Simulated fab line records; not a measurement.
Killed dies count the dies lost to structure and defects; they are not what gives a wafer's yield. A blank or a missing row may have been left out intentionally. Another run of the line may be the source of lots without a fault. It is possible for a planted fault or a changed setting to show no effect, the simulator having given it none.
A lot that was struck, set against a sound lot || flow nandHarc || 14 out of 1302 route steps
Sound: wafers L135.2, L135.3, L135.5. Struck: wafer L140.6. (L140.3, L140.5 of the same lot were not struck and are left out.) The cause comes at the end.
For every step that has rows: the tool of each side, followed by ch and its chambers, followed by its first start. Under that, the readings that differ: sound wafers || struck wafers || difference of the means || sigmas: that difference in standard deviations of wafers without a fault.
alike: same words and numbers on both sides, and readings whose means sit less than 2 such deviations apart. not compared: any withheld reading, any reading some wafer has no value for, any bound like >300 that may hide the same value, and any number with overlapping values for which the record gives no deviation.
A row with sigmas, a row that says differs or no value, or rows on one side alone: a step with any of these is where the two part. When numbers do not overlap yet have no deviation, they are printed without sigmas and do not part them. Lack of a reading on every wafer of one side parts them only where that side has two or more wafers.

NHARC_A_WL_FILL_ALD_10: deposits SiO2, target thk 50 nm, pulse time 10 s, ald cycles 500.
  sound on aldHk-01 ch 0,1,3, day 22 23:13; struck on aldHk-02 ch 1, day 25 03:04
  alike: heaterPowerW, precursorPulseHeightRel
NHARC_A_WL_FILL_ETCHBACK_16: etches the open film in C4F8/O2/Ar, target depth 120 nm, time 24 s.
  sound on rieDiel-12 ch 1,2,3; struck on rieDiel-06 ch 1
{"reading": "rfVppV (V)", "sound": "728 725 725", "struck": 715, "difference": -11, "sigmas": -3}
  alike: oesProductAu
  not compared: rfHoursCounterH
NHARC_A_WL_FILL_STRIP_29: strips in O2, time 20 s.
  sound on rieDiel-12 ch 0,1, day 23 03:58; struck on rieDiel-06 ch 1, day 25 06:17
{"reading": "rfVppV (V)", "sound": "58.0 57.7 57.8", "struck": 55.6, "difference": -2.2, "sigmas": -3}
{"reading": "throttleValvePct (%)", "sound": "17.023 17.046 17.036", "struck": 17.056, "difference": "+0.021", "sigmas": "+2"}
  alike: drypumpMotorCurrentA, oesProductAu, showerheadPlenumPTorr
  not compared: rfHoursCounterH
NHARC_A_WL_FILL_ETCHBACK_17: etches the open film in Cl2/BCl3, target depth 4 nm, time 26.7 s.
  sound on rieMetal-02 ch 0, day 23 04:02; struck on rieMetal-03 ch 0, day 25 06:25
  alike: drypumpMotorCurrentA, heBacksideLeakSccm, oesProductAu
  not compared: rfHoursCounterH
then, 3 steps without rows for these wafers: NHARC_A_WL_FILL_PRECLEAN_18 (cleans in dHF, time 30 s); NHARC_A_WL_FILL_SRD_21; NHARC_A_WL_FILL_CVD_23 (deposits poly-Si, target thk 40 nm, time 800 s).
NHARC_A_WL_FILL_ETCHBACK_26: etches the open film in HBr, target depth 52 nm, time 13.3 s.
  sound on rieSi-05 ch 0,1, day 23 10:47; struck on rieSi-05 ch 3, day 25 10:58
  alike: drypumpMotorCurrentA, hbrFlowSccm, heBacksideLeakSccm, oesProductAu, throttleValvePct
  not compared: rfHoursCounterH
then, 3 steps without rows for these wafers: NHARC_A_WL_FILL_PRECLEAN_30 (cleans in dHF, time 10 s); NHARC_A_WL_FILL_SRD_14; NHARC_A_WL_FILL_ALD_19 (deposits TiN, target thk 2 nm, pulse time 3 s, ald cycles 100).
NHARC_A_WL_FILL_CVD_20: deposits W, target thk 100 nm, time 74 s.
  sound on cvdW-01 ch 0,1, day 23 11:17; struck on cvdW-01 ch 0, day 25 11:31
  alike: heaterPowerW, throttleValvePct
NHARC_A_WL_FILL_CMP_12: polishes, t overpolish 30 s, target thk 100 nm.
  sound on cmp-01 ch 0,2,3, day 23 11:28; struck on cmp-04 ch 2, day 25 11:42
{"reading": "timeToEndpointS (s)", "sound": "20 21 19", "struck": 33, "difference": "+13", "sigmas": "+4"}
  alike: motorCurrentA, overpolishRunS
-- break in the record here, with 4 days between the starts of the struck wafers on either side (left off in module A_WL_FILL, picked up again in module END, where the first step shown is number 1302 on the route) --
NHARC_END_SORT_01:
  sound on prober-01 ch 0, day 26 15:44; struck on prober-02 ch 0, day 29 00:52
{"reading": "killedAtArray", "sound": "54 49 46", "struck": 95, "difference": "+45", "sigmas": "+2"}
{"reading": "killedDies", "sound": "55 50 47", "struck": 101, "difference": "+50", "sigmas": "+2"}
  alike: killedAtOther, killedAtPeriphery, killedOpen, killedShort

== WHERE THEY PART ==
Last at NHARC_END_SORT_01 as far as this record goes, first at NHARC_A_WL_FILL_ETCHBACK_16.

WHY: what the simulator had put in
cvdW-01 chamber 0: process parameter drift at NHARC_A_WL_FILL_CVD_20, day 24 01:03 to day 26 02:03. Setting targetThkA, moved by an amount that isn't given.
